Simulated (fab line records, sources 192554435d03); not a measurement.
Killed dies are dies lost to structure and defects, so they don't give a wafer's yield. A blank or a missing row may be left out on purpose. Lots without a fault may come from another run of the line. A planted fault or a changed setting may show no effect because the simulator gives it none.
fab line records | flow n5_finfet
record lots=6 wafers=18 last_day=18
route steps=1938 shown HKMG_FIN@450 GATE_CUT@465 BEOL_M4@1111 PASSIVATION@1936
lots that met no fault: from a run of the same line without faults
start_h: hours from the record's first day to the start of the lot's first wafer shown | wait_h: hours since the lot's step before | " the same as in the row above | L1.1+2: a row that stands for several wafers | - no value, or no start given | * or withheld: withheld | < > ~ a bound
route shown NAME@n: a module of which the file shows steps, and the number in the route of the first | usual: mean/standard deviation of fault-free wafers | same: alike in all rows | chamber/n: place in a boat | sites: the reading at each site | _std_site: their standard deviation | _edge_site: outer sites' mean less inner sites' | radius_mm: how far each site lies from the wafer's centre | mask NAME#n: copy n | behind: the tool/chamber that last shaped the wafer | hold: why the lot was held/for how many hours/how that ended | device: the transistor (n, p or np) that didn't switch | end of line: the same wafers' tests at the end of the route | a step without rows: its recipe alone | killed: dies lost to structure and defects at the first sort, not the wafer's yield | map: a wafer's dies, x killed, . not, _ none there
set.NAME: the setting as run; set.NAME@STEP: as run at that earlier step | model.NAME: the simulator's own value behind a step, which no gauge read
lots at some steps of the route; a table a step, a row a wafer
services: from which hour (start_h, from the record's first day; less than 0 if before it) a tool's chamber was out of use, for how many hours, and why
## steps
# step N5_HKMG_FIN_COAT_66
# recipe resist=SOC temp_c=250 time_s=60 spin_rpm=1500 resist_thk_nm=300
# step N5_HKMG_FIN_ETCH_67
# recipe chemistry=N2/H2 target=SOC target_depth_a=3889 stop_on=TiN ion_energy_ev=100 bias_w=61 pressure_mtorr=30 source_w=850 n2_flow_sccm=200 h2_flow_sccm=200
# step N5_HKMG_FIN_STRIP_90
# recipe chemistry=N2/H2 material=SOC time_s=20 power_w=500 temp_c=40 pressure_mtorr=50 rf_frequency_hz=6e+07 bias_power_w=8 h2_frac=0.5 n2_flow_sccm=300 h2_flow_sccm=300
# usual drypump_motor_current_A=5.9/0.38 n2_flow_sccm=300.2/0.87 oes_product_au=0.80/0.085 rf_vpp_V=54.2/0.9 showerhead_plenum_p_Torr=3.38/0.11 throttle_valve_pct=18.91/0.24
# columns lot.wafer tool chamber start_h wait_h drypump_motor_current_A n2_flow_sccm oes_product_au rf_hours_counter_h rf_vpp_V showerhead_plenum_p_Torr throttle_valve_pct
L252.4 rie_diel-02 0 89.03 0.0 5.5 301.4 0.84 74 53.3 3.40 18.80
L252.5 " 2 " " 5.6 300.0 0.68 - 53.7 3.44 19.27
L252.6 " 3 " " 5.9 301.5 0.84 - 52.4 3.40 18.83
L261.1 rie_diel-01 0 143.22 0.0 6.2 300.0 0.68 250 55.3 3.44 18.75
L261.3 " 1 " " 5.9 300.3 0.92 19 54.8 3.29 19.01
L261.4 " 3 " " 6.2 298.2 0.89 34 53.8 3.56 18.76
L270.1 rie_diel-01 3 192.84 0.0 6.2 298.2 0.85 55 53.9 3.54 18.80
L270.5 " 2 " " 5.6 299.8 0.75 - 54.1 3.34 18.86
L270.6 " 1 " " 5.9 298.5 0.88 - 56.0 3.28 19.04
L271.2 rie_diel-01 2 202.60 0.0 5.6 300.3 0.76 187 53.2 3.34 18.87
L271.3 " 3 " " 6.2 301.0 0.84 59 54.3 3.54 18.80
L271.6 " 3 " " 6.2 301.3 0.84 - 55.4 3.54 18.78
L273.2 rie_diel-01 0 211.35 0.0 6.2 300.8 0.93 16 54.7 3.43 18.36
L273.3 " 2 " " 5.6 300.9 0.75 191 53.7 3.34 18.89
L273.4 " 1 " " 5.9 299.3 0.87 46 53.3 3.28 19.04
L274.2 rie_diel-02 1 213.38 0.0 4.8 299.9 0.69 241 56.3 3.19 19.29
L274.4 " 3 " " 5.8 299.5 0.79 103 54.5 3.38 18.90
L274.6 " 0 " " 5.5 299.6 0.79 - 54.8 3.37 18.85
# step N5_HKMG_FIN_WET_ETCH_73
# recipe chemistry=SC1 mix=1:2:40 temp_c=50 time_s=42.3 target_depth_nm=1.3 dry=ipa_marangoni rinse_time_s=30 rinse_temp_c=23
# step N5_HKMG_FIN_ETCHBACK_68
# recipe chemistry=Cl2/Ar stop_on=HfO2 target_depth_a=5 pressure_mtorr=10 icp_w=600 bias_w=60 Cl2_flow_sccm=40 Ar_flow_sccm=60
# step N5_HKMG_FIN_STRIP_69
# recipe chemistry=N2/H2 power_w=2500 temp_c=300 h2_frac=0.65 time_s=360 pressure_mtorr=withheld n2_flow_sccm=1750 h2_flow_sccm=3250
# step N5_HKMG_FIN_ALD_21
# recipe material=TiN target_thk_a=15 temp_c=400 ald_precursor_family=TiCl4 ald_co_reactant=NH3 pulse_time_s=1 purge_time_s=3 co_reactant_purge_time_s=2 co_reactant_pulse_time_s=2 ald_cycles=68 pressure_torr=3
# usual heater_power_w=923/110 precursor_pulse_height_rel=1.000/0.021
# columns lot.wafer tool chamber start_h wait_h heater_power_w precursor_pulse_height_rel
L252.4 ald_metal-02 3 89.71 0.1 820 1.022
L252.5 " 0 " " 911 0.992
L252.6 " 1 " " 851 1.000
L261.1 ald_metal-02 1 143.93 0.3 861 0.950
L261.3 " 2 " " 744 0.974
L261.4 " 3 " " 836 0.987
L270.1 ald_metal-01 2 193.53 0.3 921 0.996
L270.5 " 2 " " 892 0.995
L270.6 " 1 " " 1109 0.959
L271.2 ald_metal-01 1 203.28 0.3 1135 1.011
L271.3 " 2 " " 895 0.979
L271.6 " 0 " " 950 0.978
L273.2 ald_metal-04 2 212.03 0.3 938 0.962
L273.3 " 3 " " 1063 1.001
L273.4 " 1 " " 959 1.025
L274.2 ald_metal-04 2 214.07 0.3 941 1.024
L274.4 " 0 " " 946 0.965
L274.6 " 1 " " 984 1.035
# step N5_HKMG_FIN_ALD_72
# recipe material=W target_thk_a=20 temp_c=300 pressure_torr=7.5 ald_precursor_family=WF6 ald_co_reactant=B2H6 pulse_time_s=1 purge_time_s=2 co_reactant_purge_time_s=2 co_reactant_pulse_time_s=3 ald_cycles=7
# usual heater_power_w=518/78 precursor_pulse_height_rel=1.003/0.022
# columns lot.wafer tool chamber start_h wait_h heater_power_w precursor_pulse_height_rel
L252.4 cvd_w-02 0 90.09 0.2 487 1.001
L252.5 " 1 " " 406 1.035
L252.6 " 0 " " 483 1.022
L261.1 cvd_w-01 1 144.29 0.2 584 1.035
L261.3 " 1 " " 591 1.024
L261.4 " 0 " " 577 1.028
L270.1 cvd_w-01 0 193.89 0.2 570 1.011
L270.5 " 0 " " 597 1.017
L270.6 " 1 " " 605 1.012
L271.2 cvd_w-01 1 203.65 0.2 579 1.025
L271.3 " 1 " " 598 0.964
L271.6 " 1 " " 591 1.028
L273.2 cvd_w-02 0 212.39 0.2 495 1.020
L273.3 " 0 " " 487 0.970
L273.4 " 1 " " 403 0.996
L274.2 cvd_w-02 1 214.43 0.2 408 1.015
L274.4 " 1 " " 404 1.009
L274.6 " 1 " " 407 1.013
# step N5_HKMG_FIN_W_FILL_22
# recipe material=W target_thk_a=600 temp_c=400 pressure_torr=39.4 time_s=18.2
# usual heater_power_w=925/140 throttle_valve_pct=19.0/0.57
# columns lot.wafer tool chamber start_h wait_h heater_power_w throttle_valve_pct
L252.4 cvd_w-02 0 90.14 0.0 876 18.7
L252.5 " 1 " " 740 18.5
L252.6 " 0 " " 859 18.5
L261.1 cvd_w-01 1 144.35 0.0 1056 19.1
L261.3 " 1 " " 1093 19.1
L261.4 " 0 " " 1064 19.7
L270.1 cvd_w-01 0 193.95 0.0 1034 19.8
L270.5 " 0 " " 1049 19.6
L270.6 " 1 " " 1054 19.3
L271.2 cvd_w-01 1 203.71 0.0 1094 19.2
L271.3 " 1 " " 1072 19.4
L271.6 " 1 " " 1029 19.4
L273.2 cvd_w-02 0 212.45 0.0 884 18.6
L273.3 " 0 " " 849 18.4
L273.4 " 1 " " 721 18.6
L274.2 cvd_w-02 1 214.49 0.0 731 18.6
L274.4 " 1 " " 711 18.7
L274.6 " 1 " " 720 18.7
# step N5_HKMG_FIN_PRECLEAN_83
# recipe chemistry=DIW time_s=57.5 temp_c=23
# step N5_HKMG_FIN_SRD_84
# recipe dry_time_s=32 dry=n2_spin spin_rpm=1500
# step N5_HKMG_FIN_CMP_23
# recipe stop_on=SiNx t_overpolish_s=10 post_cmp_clean=rinse_only down_force_psi=4 platen_rpm=50.289 pad_velocity_m_s=1.0006 target_thk_nm=46.326
# step N5_HKMG_FIN_CMP_94
# recipe stop_on=SiNx post_cmp_clean=w_dilute_nh4oh t_overpolish_s=4.7 down_force_psi=4 platen_rpm=50.289 pad_velocity_m_s=1.0006 target_thk_nm=43.299
# usual motor_current_A=12.1/0.86 platen_rpm=50.29/0.032 slurry_flow_ml_min=150.0/0.5
# columns lot.wafer tool chamber start_h wait_h motor_current_A platen_rpm slurry_flow_ml_min
L252.4 cmp-03 1 90.81 0.2 11.8 50.24 150.0
L252.5 " 2 " " 10.0 50.23 150.8
L252.6 " 3 " " 10.4 50.27 149.5
L261.3 cmp-01 1 144.94 0.4 12.8 50.27 149.6
L261.1 " 2 " " 12.0 50.28 149.2
L261.4 " 3 " " 12.2 50.33 149.5
L270.1 cmp-03 2 194.57 0.3 10.3 50.27 150.0
L270.5 " 1 " " 12.2 50.30 150.2
L270.6 " 2 " " 10.8 50.27 150.0
L271.2 cmp-03 2 204.36 0.3 10.8 50.31 150.1
L271.3 " 3 " " 10.8 50.30 149.7
L271.6 " 1 " " 11.5 50.29 149.4
L273.4 cmp-01 3 213.04 0.4 12.6 50.30 149.8
L273.3 " 0 " " 12.8 50.28 149.7
L273.2 " 1 " " 12.3 50.30 149.7
L274.4 cmp-04 2 215.10 0.4 13.1 50.29 150.5
L274.2 " 3 " " 11.9 50.30 149.7
L274.6 " 2 " " 12.4 50.30 149.9
# step N5_HKMG_FIN_INSPECT_28
# recipe inspect_instrument=darkfield mode=post_cmp
# usual raw_defect_count=37/13
# columns lot.wafer tool chamber start_h wait_h raw_defect_count
L252.4 defect_inspect-01 - 90.96 0.0 38
L252.5 " - " " 32
L252.6 " - " " 24
L261.1 defect_inspect-02 - 145.17 0.0 38
L261.3 " - " " 44
L261.4 " - " " 50
L270.1 defect_inspect-02 - 194.77 0.0 313
L270.5 " - " " 279
L270.6 " - " " 267
L271.2 defect_inspect-02 - 204.53 0.0 335
L271.3 " - " " 250
L271.6 " - " " 245
L273.2 defect_inspect-02 - 213.27 0.0 56
L273.3 " - " " 34
L273.4 " - " " 56
L274.2 defect_inspect-01 - 215.33 0.0 61
L274.4 " - " " 30
L274.6 " - " " 60
# step N5_GATE_CUT_ETCHBACK_00
# recipe chemistry=SF6/Cl2 target=W pressure_mtorr=8 icp_w=900 bias_w=80 SF6_flow_sccm=40 Cl2_flow_sccm=60
# usual SF6_flow_sccm=40.00/0.13 drypump_motor_current_A=5.7/0.44 oes_product_au=0.75/0.11 throttle_valve_pct=27.62/0.22
# columns lot.wafer tool chamber start_h wait_h SF6_flow_sccm drypump_motor_current_A oes_product_au rf_hours_counter_h throttle_valve_pct
L252.4 rie_metal-01 0 91.04 0.1 40.03 5.5 0.59 - 27.92
L252.5 " 1 " " 39.96 6.2 0.85 - 27.77
L252.6 " 0 " " 40.09 5.5 0.60 - 27.92
L261.1 rie_metal-02 0 145.21 0.0 40.07 4.8 0.66 102 27.33
L261.3 " 0 " " 39.99 4.8 0.65 - 27.29
L261.4 " 1 " " 40.21 6.1 0.66 - 27.76
L270.1 rie_metal-03 1 194.81 0.0 39.97 5.7 0.78 37 27.28
L270.5 " 1 " " 39.70 5.7 0.78 - 27.28
L270.6 " 0 " " 40.04 5.5 0.83 - 27.63
L271.2 rie_metal-03 1 204.56 0.0 40.28 5.6 0.78 37 27.29
L271.3 " 0 " " 40.13 5.5 0.83 - 27.65
L271.6 " 1 " " 40.17 5.7 0.78 - 27.29
L273.2 rie_metal-02 1 213.31 0.0 40.11 6.1 0.64 99 27.76
L273.3 " 1 " " 39.90 6.2 0.64 - 27.75
L273.4 " 0 " " 39.80 4.8 0.64 - 27.32
L274.2 rie_metal-02 1 215.36 0.0 40.08 6.2 0.64 100 27.75
L274.4 " 1 " " 40.12 6.2 0.64 - 27.76
L274.6 " 1 " " 40.02 6.2 0.64 - 27.75
# step N5_BEOL_M4_RC_MEAS_101
# usual DIBL_N=36.4/1.2 DIBL_P=36.1/1.6 IOFF_N=0.156/0.024 IOFF_P=0.21/0.031 ION_N=674/11 ION_P=463/6.9 SS_N=71.5/0.5 SS_P=73.2/0.55 VT_N=250.0/2.9 VT_P=-250/3.6
# columns lot.wafer tool chamber start_h wait_h DIBL_N[mV/V] DIBL_P[mV/V] IOFF_N[nA/um] IOFF_P[nA/um] ION_N[uA/um] ION_P[uA/um] SS_N[mV/dec] SS_P[mV/dec] VT_N[mV] VT_P[mV]
L252.4 prober-01 0 168.34 0.5 34.8 33.9 0.139 0.22 675 475 71.8 72.6 248.1 -245
L252.5 " 0 " " 36.0 34.2 0.144 0.21 680 470 72.0 72.8 250.9 -248
L252.6 " 0 " " 36.9 36.6 0.171 0.26 688 473 71.5 73.7 247.8 -246
L261.1 prober-02 0 225.98 0.1 35.2 35.4 0.147 0.20 665 464 71.7 72.7 250.9 -251
L261.3 " 0 " " 33.9 33.3 0.121 0.17 663 458 71.1 72.6 254.2 -253
L261.4 " 0 " " 35.5 35.5 0.149 0.20 664 464 71.2 73.1 251.3 -248
L270.1 prober-01 0 276.79 0.0 37.9 36.7 0.178 0.24 684 469 72.1 74.2 249.4 -247
L270.5 " 0 " " 35.7 33.8 0.141 0.20 665 464 71.8 72.6 247.6 -250
L270.6 " 0 " " 36.7 35.3 0.153 0.23 662 464 71.7 73.0 249.8 -246
L271.2 prober-02 0 284.45 0.2 37.4 38.8 0.187 0.26 689 474 71.5 73.7 247.1 -247
L271.3 " 0 " " 35.6 36.8 0.164 0.22 685 473 70.4 73.7 246.6 -245
L271.6 " 0 " " 34.8 35.7 0.144 0.20 681 471 70.6 73.1 250.7 -247
L273.2 prober-02 0 314.79 0.2 36.5 37.3 0.168 0.22 673 464 71.8 73.5 247.5 -250
L273.3 " 0 " " 38.1 38.8 0.196 0.24 689 466 71.8 74.1 246.7 -246
L273.4 " 0 " " 35.9 35.8 0.140 0.19 659 459 71.7 73.5 252.1 -250
L274.2 prober-01 0 314.90 0.2 37.0 36.9 0.183 0.20 695 463 72.7 73.8 246.0 -251
L274.4 " 0 " " 36.7 36.2 0.167 0.18 680 458 71.1 73.9 249.4 -254
L274.6 " 0 " " 35.6 35.2 0.154 0.17 679 457 72.1 73.0 247.6 -254
# step N5_PASSIVATION_PROBE_49
# usual defect_limited_yield=91.4/1.5 killed_at_M0_to_M3=31/11 killed_at_M4_up=13/5.5 killed_at_contacts=13/6.3 killed_at_front_end=40/13 killed_at_other=3.3/2.6 killed_dies=101/18 killed_on_rim=13/4 killed_open=67/13 killed_short=33/7.9 sort_bin_5_function=5.1/1 sort_bin_6_memory=3.2/0.68 sort_n_pass=1079/18 sort_yield_pct=91.4/1.5
# same gross_dies=1180 killed_at_back_side=0 sort_bin_4_leakage[%]=0 sort_bin_8_speed[%]=0
# columns lot.wafer tool chamber start_h wait_h defect_limited_yield[%] killed_at_M0_to_M3 killed_at_M4_up killed_at_contacts killed_at_front_end killed_at_other killed_dies killed_on_rim killed_open killed_short sort_bin_5_function[%] sort_bin_6_memory[%] sort_n_pass sort_yield_pct[%]
L270.1 prober-02 - 370.03 0.0 75.2 7 15 13 253 5 293 35 62 11 16.0 8.2 887 75.2
L270.5 prober-02 - 370.23 0.2 75.4 10 15 9 254 2 290 35 57 19 13.6 10.0 890 75.4
L270.6 prober-02 - 370.28 0.3 76.8 14 15 19 223 3 274 26 46 22 13.2 9.3 906 76.8
L271.2 prober-01 - 387.92 0.1 73.6 23 5 12 268 4 312 39 62 14 15.4 9.1 868 73.6
L271.3 prober-01 - 387.97 0.1 75.2 16 13 3 260 1 293 31 58 30 14.6 9.7 887 75.2
L271.6 prober-01 - 388.12 0.3 77.3 11 15 4 232 6 268 42 60 23 13.4 8.6 912 77.3
# killed by level:class
L270.1 HKMG_FIN:unspecified=220 MOL_CONTACT_COAG:geometric_particle:open=11 FIN_SAQP:geometric_particle:open=9 BEOL_M4:geometric_particle:open=7 STI_FIN_REVEAL:geometric_particle:open=6 STARTING-WAFER:geometric_particle:open=5 ILD0:geometric_particle:open=4 BEOL_M7:geometric_particle:open=4
L270.5 HKMG_FIN:unspecified=213 STI_FIN_REVEAL:geometric_particle:open=16 MOL_CONTACT_COAG:geometric_particle:open=6 FIN_SAQP:geometric_particle:short=5 GATE_CUT:geometric_particle:short=4 BEOL_M4:geometric_particle:open=4 BEOL_M5:geometric_particle:open=4 FIN_SAQP:geometric_particle:open=3
L270.6 HKMG_FIN:unspecified=206 MOL_CONTACT_COAG:geometric_particle:open=16 STI_FIN_REVEAL:geometric_particle:open=6 BEOL_M4:geometric_particle:open=5 BEOL_M0:geometric_particle:short=4 BEOL_M2:geometric_particle:open=4 MOL_CONTACT_COAG:geometric_particle:short=3 BEOL_M0_SAQP:geometric_particle:short=3
L271.2 HKMG_FIN:unspecified=236 STI_FIN_REVEAL:geometric_particle:open=13 MOL_CONTACT_COAG:geometric_particle:open=12 BEOL_M2:geometric_particle:open=8 DUMMY_GATE:geometric_particle:open=6 BEOL_M2:geometric_particle:short=6 GATE_CUT:geometric_particle:short=4 BEOL_M4:geometric_particle:open=4
L271.3 HKMG_FIN:unspecified=205 STI_FIN_REVEAL:geometric_particle:open=17 FIN_SAQP:geometric_particle:open=7 BEOL_M4:geometric_particle:open=7 FIN_SAQP:geometric_particle:short=6 DUMMY_GATE:geometric_particle:open=6 STI_FIN_REVEAL:geometric_particle:short=4 BEOL_M2:geometric_particle:open=4
L271.6 HKMG_FIN:unspecified=185 STI_FIN_REVEAL:geometric_particle:open=20 BEOL_M4:geometric_particle:open=11 FIN_SAQP:geometric_particle:open=6 FIN_SAQP:geometric_particle:short=5 STI_FIN_REVEAL:geometric_particle:short=5 DUMMY_GATE:geometric_particle:open=4 MOL_CONTACT_COAG:geometric_particle:open=4
# map L270.1 (x killed, . not)
_________________....x.......________________
______________..............x.xx_____________
___________....xx.......x.x.......x__________
__________.x........x......x..x....._________
________.x.xx.x...xx..x.x..x...x...x.._______
_______..........x.x.x.......x...x..xxx______
______.x....x...x..x..xx......x...x...x._____
_____..x..x..xxx....xx....x...x..x.......____
____xx.....x..x.........x...........x....x___
___..x.xx.x.......x.x..........x.x.........__
___..x.x.....xx..x....x.....xx..x.x..xx..xx__
__x...x...x.x....x..x........x.xx...x.xx...x_
__.....x......xx..x..x....x..xx..x.x.x......_
_....xx...x....x.x..xx..x.............x......
_...x..........x.........xx..xxx....x......x.
_......xxxx..x.x..x......x...x...xx.........x
_.......x......x.....x.x.x.........x........x
_.....x...x.....x.x.....x....x....x.x.xxx....
_.x..x.x.....xx........................xx....
_......x...........x....x...x...x.....xx..xx.
_..x.x.......x..........x....x......x.....x..
__x....x.....xx..xxx..x.....x...x..x..xx..xx_
__.x...x............x..................x...._
___x.xxx...xx.xxx......x...xx.......xx.xx.x__
___xx..x...x...x..x..x.x.....x.x.xx........__
____..x.xx...x.x..x...x..........x...x....___
_____.xx......x.x....xx.x...xxx.x..xx....____
______x.x..x...x.xx.......xxx.xx..x..x.._____
_______......x....x....xxx.x....x.x.x..______
________x..x.x..x.......x......xx....._______
__________x...xx....xx..x.......x..._________
___________..........xx..........x.__________
______________.x...xxx...xxx...._____________
_________________x....x......________________
# map L271.2 (x killed, . not)
_________________.x..x.....x.________________
______________.....x.xxx..xxx..._____________
___________...xx...x..x...x........__________
__________.......x..x...x..x.x......_________
________x.xxx......x..x..x........x..._______
_______..xx......x...x..x...x.xx...xx.x______
______.......x.x.x....x......xx.xx...xxx_____
_____..x..xx..............x...xx..x..xx.x____
____x.......x..xx.xx...x..xx...x....xx...x___
___..xx.....xxx...x..x..x.x...x..x...x..x..__
___x.x..xx......x...x.......x.......x..x..x__
__.........x...x..xxx..x..x..........x......_
__.x.............x....x.........x........x.._
_..x.....x......x...x....xx...x..x..x........
_........xx.........xx.x.....x....xx.xx.....x
_.x...x..x.x.x.xx..x........x.xxxx..........x
_..x....xx.x.xx..x..x...x..x........x.....x..
_..x.......xxx.x................x.x......x.x.
_x.......xxx.......xx..xx..................x.
_............x.......x...x..xx.x......xx....x
_x.x.x..x.....x.x.......xx.......x..x.x.xx.x.
__......x.x.........xx........x......x...xx._
__.x...xx..x.xxxx..x..x.......xx...xx.....xx_
___.........x....x.....x......x.x........x.__
___..x....xx..x.xx.x..xxx...x.x...x....x.x.__
____x..x.........x.x.........x...x.x...x.x___
_____..x....x.x...xx..x..x...x..x.xx..x.x____
______x.....x.x..x..x........xxx.....x.._____
_______..x..xxxx.....x.......xx.x.....x______
________...x....xxx..x.x........xx...._______
__________.x...xxx..xx........x....x_________
___________.x.xx......x..x....x....__________
______________x..x.x....x.x....._____________
_________________...x.x.....x________________
## services
# columns tool chamber start_h hours kind
rie_diel-01 1 67.05 - clean
ald_metal-01 - 69.25 1.4 repair
cmp-04 - 89.89 0.8 repair
cmp-01 - 97.77 19.5 repair
cmp-04 - 100.86 1.2 repair
ald_metal-04 - 103.32 6.0 pm
cmp-03 - 106.39 1.6 repair
ald_metal-04 - 112.16 0.5 repair
cmp-03 - 120.56 4.7 pm
rie_diel-01 1 121.69 7.3 repair
ald_metal-01 2 132.64 2.4 repair
cmp-03 - 133.54 4.0 repair
cmp-01 - 133.97 2.0 repair
rie_diel-02 3 152.96 1.8 repair
cmp-01 - 165.72 20.0 pm
cmp-03 - 167.87 1.6 repair
rie_diel-01 1 172.82 7.6 repair
rie_diel-02 0 174.77 2.9 repair
cmp-03 - 181.19 5.3 repair
cmp-01 - 191.11 0.3 repair
cmp-03 - 208.50 1.8 repair
rie_metal-03 - 208.83 0.7 repair
ald_metal-01 0 212.99 3.4 repair
cvd_w-01 - 215.21 2.8 pm
## key
first_sign step=N5_HKMG_FIN_INSPECT_28 reading=raw_defect_count direction=up sigmas=19 usual=37 struck=282
effect step=N5_PASSIVATION_PROBE_49 reading=killed_at_front_end direction=up sigmas=17 usual=40 struck=248
more_kills_born_at N5_HKMG_FIN_CMP_94@cmp-03=1265
met_at N5_HKMG_FIN_CMP_94
struck_wafers L270.1,L270.5,L270.6,L271.2,L271.3,L271.6
onset_between 90.81 194.57
also_fits N5_HKMG_FIN_ALD_21:ald_metal-01,N5_HKMG_FIN_ALD_72:cvd_w-01,N5_HKMG_FIN_W_FILL_22:cvd_w-01
fault kind=chamber_particle_source tool=cmp-03 chamber=- onset_h=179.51 steps=N5_HKMG_FIN_CMP_94 rate_per_visit_cm2=0.38576 end_h=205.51
